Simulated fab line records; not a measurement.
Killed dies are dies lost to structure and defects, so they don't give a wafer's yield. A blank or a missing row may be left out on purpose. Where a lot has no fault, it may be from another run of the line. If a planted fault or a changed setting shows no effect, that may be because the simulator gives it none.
A struck lot beside a sound one -- flow nandHarc -- 13 steps out of a route of 1302
Sound: these wafers, L745.1, L745.2, L745.5. Wafers L737.3, L737.4, L737.6 were the ones struck. The cause is named last.
Each step with rows lists, per side, the tool, then ch with its chambers, then its first start. Under that, the readings that differ: sound wafers -- struck wafers -- difference of the means -- sigmas: that difference in standard deviations of wafers without a fault.
alike: words and numbers the same on both sides, and readings whose means are apart by under 2 such deviations; not compared: readings that were withheld, readings missing a value for some wafer, numbers with overlapping values and no deviation given by the record, and bounds like >300 which may hide the same value.
The two part at a step that has a row with sigmas, a row that says differs or no value, or rows on one side only. Numbers that don't overlap but have no deviation are shown without sigmas and don't part them. Lack of a reading on every wafer of one side parts them only where that side has two or more wafers.

first, 1 step without rows for these wafers: NHARC_P_M1_SRD_25.
NHARC_P_M1_INSPECT_27:
  sound on defectInspect-02 at day 11 06:26; struck on defectInspect-02 at day 7 22:26
  alike: rawDefectCount
NHARC_P_M1_PRE_CLEAN_32: time 12 s.
  sound on pecvd-03 ch 0,1,2, day 11 06:29; struck on pecvd-01 ch 0,2, day 7 22:31
  alike: heaterPowerOuterW, heaterPowerW
NHARC_P_M1_DEP_33: deposits SiCN, target thk 30 nm.
  sound on pecvd-03 ch 0,1,2, day 11 06:34; struck on pecvd-01 ch 0,2, day 7 22:37
  alike: chamberPressureTorr, heaterPowerOuterW, heaterPowerW
then, 7 steps without rows for these wafers: NHARC_P_M2_DEP_00 (deposits SiOC, target thk 182.5 nm); NHARC_P_M2_DEHYDRATE_01 (time 120 s); NHARC_P_M2_HMDS_02 (time 30 s); NHARC_P_M2_COAT_34 (time 65 s); NHARC_P_M2_COAT_03 (resist thk 90 nm); NHARC_P_M2_SOFTBAKE_04 (time 55 s); NHARC_P_M2_EBR_05.
NHARC_P_M2_EXPOSE_06: exposes mask P M2, target cd 170 nm.
  struck on arfiScanner-01, day 7 23:40; sound on arfiScanner-02 ch 0, day 11 07:41
  no value came back on the struck wafers for exposureDoseMJCm2, focusOffsetNm (nm), na; on the sound wafers exposureDoseMJCm2 reads 80.81 80.80 80.67
  alike: mask
then, 1 step without rows for these wafers: NHARC_P_M2_PEB_07 (peb time 65 s).

== WHERE THEY PART ==
Only at NHARC_P_M2_EXPOSE_06, within this record.

WHY: whatever the simulator had introduced
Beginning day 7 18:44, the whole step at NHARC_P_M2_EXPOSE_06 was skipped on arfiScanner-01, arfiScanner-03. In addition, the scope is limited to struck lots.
